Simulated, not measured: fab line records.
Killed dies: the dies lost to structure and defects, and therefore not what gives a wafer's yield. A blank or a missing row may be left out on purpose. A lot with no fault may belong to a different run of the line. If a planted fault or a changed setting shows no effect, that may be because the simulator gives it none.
Which of the tools did it? ; flow nand-harc ; 18 wafers from 6 lots sampled at 5 of the route's 1302 steps

== WHAT THE GAUGES SHOWED, per wafer ==
NHARC_END_SORT_01.
lot;measured;on;killed-at-array
L815;day 30 14:55;prober-02;83 675 76

== TOOL THAT RAN EACH LOT (tool first, then ch and the chambers of the sampled wafers, then the start) ==
lot;NHARC_A_STAIRCASE_STRIP_171;NHARC_A_STAIRCASE_ETCH_13;NHARC_A_STAIRCASE_TRIM_18;NHARC_A_STAIRCASE_ETCH_19
L801;plasma-asher-01 ch 0,1, day 15 15:52;rie-diel-08 ch 0,1,2, day 15 18:19 or earlier;rie-diel-08 ch 0,1,3, day 15 18:19;rie-diel-08 ch 0,1,2, no start
L803;plasma-asher-01 ch 0,1, day 16 19:35;rie-diel-04 ch 1,3, day 16 21:53 or earlier;rie-diel-04 ch 1,3, day 16 21:53;rie-diel-04 ch 1,2,3, no start
L815;plasma-asher-01 ch 0,1, day 21 17:16;rie-diel-07 ch 1,2,3, day 21 19:34 or earlier;rie-diel-07 ch 0,2, day 21 19:34;rie-diel-07 ch 0,1,2, day 30 14:55 or earlier
L818;plasma-asher-01 ch 0,1, day 22 13:50;rie-diel-08 ch 0,3, day 22 16:13 or earlier;rie-diel-08 ch 0,1, day 22 16:13;rie-diel-08 ch 0,2,3, no start
L821;plasma-asher-01 ch 0,1, day 24 10:02;rie-diel-08 ch 1,3, day 24 12:14 or earlier;rie-diel-08 ch 0,1,2, day 24 12:14;rie-diel-08 ch 1,2, no start
L823;plasma-asher-01 ch 0,1, day 25 09:15;rie-diel-07 ch 0,1,3, day 25 13:04 or earlier;rie-diel-07 ch 1,2, day 25 13:04;rie-diel-07 ch 0,3, no start
- NHARC_A_STAIRCASE_STRIP_171: strips in O2.
- NHARC_A_STAIRCASE_ETCH_13: etches the open film in C4F8/O2, target depth 100 nm, time 40.5 s.
- NHARC_A_STAIRCASE_TRIM_18: chemistry O2, time 211.2 s.
- NHARC_A_STAIRCASE_ETCH_19: etches the open film in C4F8/O2, target depth 100 nm, time 40.5 s.

== THE ANSWER, worked out from the rows above alone ==
Rule: what is usual is taken from the lots themselves. The widest of any qualifying gaps counts: lots, ordered by their means at a reading, are off when they make up no more than a third of the lots, leave a main group of 4 or more, and stand apart from it by 3 or more times the standard deviation of that group's means. The tables above print the reading to a certain number of digits; a main group whose means all agree to those digits is not used. A lot without any number at a reading at which 4 lots or more have one is off too. Where the step has rows for the other lots, those lots are counted as sound.
No lot is off at any reading shown: from this, nothing can be told.

== WHAT THE SIMULATOR HAD INSERTED ==
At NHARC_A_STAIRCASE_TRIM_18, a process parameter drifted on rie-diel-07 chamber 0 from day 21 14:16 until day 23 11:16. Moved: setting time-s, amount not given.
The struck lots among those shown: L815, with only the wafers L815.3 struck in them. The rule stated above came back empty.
